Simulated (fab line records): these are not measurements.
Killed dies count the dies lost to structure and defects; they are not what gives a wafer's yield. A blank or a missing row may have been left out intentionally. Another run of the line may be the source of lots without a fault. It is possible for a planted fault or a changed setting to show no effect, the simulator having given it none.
Chamber matching :: flow n5-finfet :: N5_BEOL_M5_ETCH_67 on rie-diel-03: 4 sister chambers
The step etches SiARC in CF4, target depth 15.6 nm, time 26 s. 14 wafers are shown with their chamber, then 7 later ones without.

## EACH WAFER AND ITS CHAMBER
wafer: L074.1
chamber: 2
drypump-motor-current-A (A): 5.1
throttle-valve-pct (%): 15.71
showerhead-plenum-p-Torr (Torr): 2.17

wafer: L074.5
chamber: 1
drypump-motor-current-A (A): 5.6
throttle-valve-pct (%): 15.88
showerhead-plenum-p-Torr (Torr): 2.13

wafer: L074.6
chamber: 2
drypump-motor-current-A (A): 5.1
throttle-valve-pct (%): 15.71
showerhead-plenum-p-Torr (Torr): 2.17

wafer: L075.2
chamber: 2
drypump-motor-current-A (A): 5.1
throttle-valve-pct (%): 15.73
showerhead-plenum-p-Torr (Torr): 2.17

wafer: L075.5
chamber: 2
drypump-motor-current-A (A): 5.1
throttle-valve-pct (%): 15.74
showerhead-plenum-p-Torr (Torr): 2.17

wafer: L075.6
chamber: 1
drypump-motor-current-A (A): 5.6
throttle-valve-pct (%): 15.89
showerhead-plenum-p-Torr (Torr): 2.12

wafer: L079.1
chamber: 1
drypump-motor-current-A (A): 5.6
throttle-valve-pct (%): 15.90
showerhead-plenum-p-Torr (Torr): 2.12

wafer: L079.3
chamber: 2
drypump-motor-current-A (A): 5.1
throttle-valve-pct (%): 15.73
showerhead-plenum-p-Torr (Torr): 2.17

wafer: L079.4
chamber: 0
drypump-motor-current-A (A): 5.0
throttle-valve-pct (%): 15.38
showerhead-plenum-p-Torr (Torr): 2.27

wafer: L080.3
chamber: 3
drypump-motor-current-A (A): 6.2
throttle-valve-pct (%): 15.67
showerhead-plenum-p-Torr (Torr): 2.10

wafer: L080.4
chamber: 0
drypump-motor-current-A (A): 5.0
throttle-valve-pct (%): 15.36
showerhead-plenum-p-Torr (Torr): 2.27

wafer: L080.5
chamber: 3
drypump-motor-current-A (A): 6.2
throttle-valve-pct (%): 15.68
showerhead-plenum-p-Torr (Torr): 2.10

wafer: L091.2
chamber: 2
drypump-motor-current-A (A): 5.0
throttle-valve-pct (%): 15.74
showerhead-plenum-p-Torr (Torr): 2.16

wafer: L091.3
chamber: 0
drypump-motor-current-A (A): 5.0
throttle-valve-pct (%): 15.39
showerhead-plenum-p-Torr (Torr): 2.26

SIGNATURES (averages over the wafers above)
reading: drypump-motor-current-A
chamber 0: 5.000
chamber 1: 5.600
chamber 2: 5.083
chamber 3: 6.200
scatter within a chamber: 0.0289

reading: throttle-valve-pct
chamber 0: 15.3767
chamber 1: 15.8900
chamber 2: 15.7267
chamber 3: 15.6750
scatter within a chamber: 0.0128

reading: showerhead-plenum-p-Torr
chamber 0: 2.2667
chamber 1: 2.1233
chamber 2: 2.1683
chamber 3: 2.1000
scatter within a chamber: 0.00465
Rule: for a wafer and a chamber, the distance is found by dividing, reading by reading, the gap between the wafer's reading and the chamber's mean by the reading's scatter, squaring, summing and taking the root. If the next closest chamber is less than 2 further off than the closest, the wafer can't be placed; otherwise it belongs to the closest. The scatter: the root of (the sum of the squares of (reading less its chamber's mean) over the shown wafers, divided by (wafers less chambers)).

## WAFERS WHOSE CHAMBER IS MISSING
wafer: L091.4
drypump-motor-current-A (A): 5.6
throttle-valve-pct (%): 15.92
showerhead-plenum-p-Torr (Torr): 2.12

wafer: L089.2
drypump-motor-current-A (A): 6.2
throttle-valve-pct (%): 15.70
showerhead-plenum-p-Torr (Torr): 2.10

wafer: L089.3
drypump-motor-current-A (A): 5.6
throttle-valve-pct (%): 15.91
showerhead-plenum-p-Torr (Torr): 2.12

wafer: L089.6
drypump-motor-current-A (A): 5.1
throttle-valve-pct (%): 15.74
showerhead-plenum-p-Torr (Torr): 2.16

wafer: L092.2
drypump-motor-current-A (A): 5.0
throttle-valve-pct (%): 15.75
showerhead-plenum-p-Torr (Torr): 2.16

wafer: L092.4
drypump-motor-current-A (A): 5.6
throttle-valve-pct (%): 15.94
showerhead-plenum-p-Torr (Torr): 2.12

wafer: L092.6
drypump-motor-current-A (A): 6.2
throttle-valve-pct (%): 15.70
showerhead-plenum-p-Torr (Torr): 2.10

## EACH ONE'S CHAMBER
wafer: L091.4
from the rows above: 1
in truth: 1

wafer: L089.2
from the rows above: 3
in truth: 3

wafer: L089.3
from the rows above: 1
in truth: 1

wafer: L089.6
from the rows above: 2
in truth: 2

wafer: L092.2
from the rows above: 2
in truth: 2

wafer: L092.4
from the rows above: 1
in truth: 1

wafer: L092.6
from the rows above: 3
in truth: 3
Correctly placed: 7 of 7. Number that these rows cannot place: 0. Wrongly placed: 0.
